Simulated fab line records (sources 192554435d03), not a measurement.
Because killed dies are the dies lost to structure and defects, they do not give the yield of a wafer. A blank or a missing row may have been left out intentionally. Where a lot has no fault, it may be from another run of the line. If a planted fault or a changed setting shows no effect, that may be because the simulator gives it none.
Matching of chambers | flow n5 finfet | cvd co-01 running N5_BEOL_M3_CO_CAP_55: 3 sister chambers
The step material Co, precursor CCTBA/H2, target thk 2 nm, time 102.1 s. 30 wafers are shown with their chamber, then 12 later ones without.

## EACH WAFER AND ITS CHAMBER
wafer  | chamber | heater power w (W)
L074.2 | 0       | 243
L074.3 | 1       | 238
L074.5 | 1       | 239
L077.2 | 2       | 227
L077.5 | 1       | 244
L077.6 | 0       | 248
L079.1 | 1       | 247
L079.2 | 2       | 224
L079.5 | 1       | 231
L082.1 | 1       | 240
L082.3 | 2       | 224
L082.6 | 2       | 227
L084.2 | 1       | 245
L084.5 | 2       | 220
L084.6 | 0       | 245
L085.1 | 1       | 243
L085.4 | 2       | 225
L085.5 | 0       | 247
L086.2 | 0       | 239
L086.4 | 1       | 244
L086.6 | 2       | 225
L087.1 | 2       | 225
L087.3 | 2       | 226
L087.5 | 2       | 223
L088.1 | 0       | 252
L088.2 | 2       | 220
L088.4 | 2       | 225
L090.2 | 0       | 241
L090.3 | 2       | 222
L090.4 | 0       | 246

SIGNATURES (means of the wafers above)
reading        | chamber 0 | chamber 1 | chamber 2 | scatter within a chamber
heater power w | 245.12    | 241.22    | 224.08    | 3.7
Rule: a wafer lies at a distance from a chamber equal to the root of the sum of squares, over the readings, of (its reading less the chamber's mean, divided by the reading's scatter). If the next closest chamber is less than 2 further off than the closest, the wafer can't be placed; otherwise it belongs to the closest. The scatter: the root of (the sum of the squares of (reading less its chamber's mean) over the shown wafers, divided by (wafers less chambers)).

## WAFERS WITH NO CHAMBER GIVEN
wafer  | heater power w (W)
L091.3 | 221
L091.4 | 242
L091.6 | 246
L093.4 | 226
L093.5 | 248
L093.6 | 239
L094.2 | 238
L094.3 | 245
L094.4 | 242
L096.1 | 244
L096.2 | 238
L096.6 | 245

## WHICH CHAMBER EACH WENT THROUGH
wafer  | from the rows above     | in truth
L091.3 | 2                       | 2
L091.4 | can't be placed: 1 or 0 | 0
L091.6 | can't be placed: 0 or 1 | 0
L093.4 | 2                       | 2
L093.5 | can't be placed: 0 or 1 | 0
L093.6 | can't be placed: 1 or 0 | 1
L094.2 | can't be placed: 1 or 0 | 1
L094.3 | can't be placed: 0 or 1 | 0
L094.4 | can't be placed: 1 or 0 | 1
L096.1 | can't be placed: 0 or 1 | 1
L096.2 | can't be placed: 1 or 0 | 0
L096.6 | can't be placed: 0 or 1 | 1
Placed correctly: 2 of 12. Cannot be placed on the basis of these rows: 10; the candidates contain the true chamber in 10. Wrongly placed: 0.
